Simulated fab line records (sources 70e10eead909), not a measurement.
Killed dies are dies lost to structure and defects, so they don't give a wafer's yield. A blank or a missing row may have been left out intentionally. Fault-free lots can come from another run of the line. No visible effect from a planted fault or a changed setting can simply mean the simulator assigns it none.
Matching of chambers    flow nand harc    pecvd-04 running NHARC_THIN_TSV_DEP_43: 3 sister chambers
The step deposits SiO2, target thk 1328.5 nm. 3 wafers are shown with their chamber, then 7 later ones without.

EACH WAFER AND ITS CHAMBER
wafer   chamber  throttle valve pct (%)
L524.4  2        15.5
L541.5  1        16.8
L540.4  0        16.7

WAFERS WITHOUT THEIR CHAMBER
wafer   throttle valve pct (%)
L540.5  16.9
L542.3  15.8
L542.5  16.5
L542.6  15.5
L547.1  16.7
L547.2  16.9
L547.6  15.7

THE CHAMBER EACH PASSED THROUGH
wafer   from the rows above      in truth
L540.5  can't be placed: 1 or 0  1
L542.3  2                        2
L542.5  can't be placed: 0 or 1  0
L542.6  2                        2
L547.1  can't be placed: 0 or 1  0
L547.2  can't be placed: 1 or 0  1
L547.6  2                        2
Correct placement for 3 of the 7. These rows do not allow placing 4 (true chamber among the candidates in 4). Placed wrongly: 0.
How it was worked out, from the rows above alone: a wafer's distance from a chamber is the root of the sum, over the readings, of the square of ((its reading less the chamber's mean) divided by the reading's scatter). If the next closest chamber is less than 2 further off than the closest, the wafer can't be placed; otherwise it belongs to the closest. The mean given for a chamber averages the wafers shown for that chamber. The scatter (one wafer shown for each chamber): square how far every hidden wafer sits from the nearest shown wafer, average those squares and take the square root.
